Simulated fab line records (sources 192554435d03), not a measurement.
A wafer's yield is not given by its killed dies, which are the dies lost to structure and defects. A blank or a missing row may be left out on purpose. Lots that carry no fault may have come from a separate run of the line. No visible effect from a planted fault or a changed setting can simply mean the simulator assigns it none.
Which of the tools did it? -- flow n5-finfet -- 12 lots (36 wafers sampled), 1 step of a 1938-step route

WHAT THE GAUGES READ, wafer by wafer
N5_BEOL_M13_CD_MEAS_17 targets a cd of 190 nm.
lot,measured,on,cd-nm (nm)
L075,day 10 23:58,cd-sem-02,189.2 189.8 189.6
L078,day 11 19:35,cd-sem-01,187.6 188.9 188.6
L080,day 12 07:45,cd-sem-02,187.3 188.9 188.5
L081,day 12 17:08,cd-sem-03,188.5 189.7 189.3
L083,day 13 09:13,cd-sem-01,191.9 191.0 192.1
L086,day 13 23:30,cd-sem-03,191.3 191.2 194.0
L085,day 14 04:31,cd-sem-02,188.4 189.2 189.1
L090,day 15 04:32,cd-sem-02,187.2 187.6 186.2
L091,day 15 05:27,cd-sem-02,188.4 187.1 184.3
L093,day 16 11:57,cd-sem-02,193.5 194.4 192.6
L094,day 16 16:40,cd-sem-03,194.1 194.4 195.9
L096,day 17 03:05,cd-sem-02,191.5 191.7 190.4

EACH LOT AND THE TOOL THAT RAN IT (in order: tool; ch and the chambers of the sampled wafers; start)
Before these readings, the record contains no process step.

THE ANSWER, worked out from the rows above alone
Rule: the usual values come from the lots themselves. Put in order of their means at a reading, lots are off if they are a third of the lots or fewer, leave a main group of 4 or more, and stand apart from it by a gap of 3 or more times the standard deviation of the main group's means; of several such gaps the widest counts. A main group is skipped when, at the precision printed for the reading in the tables above, its means are all equal. A lot without any number at a reading at which 4 lots or more have one is off too. Any other lot the step has rows for is counted as sound.
No lot is off on any of the readings shown, so nothing can be concluded from this.

WHAT HAD BEEN PUT IN BY THE SIMULATOR
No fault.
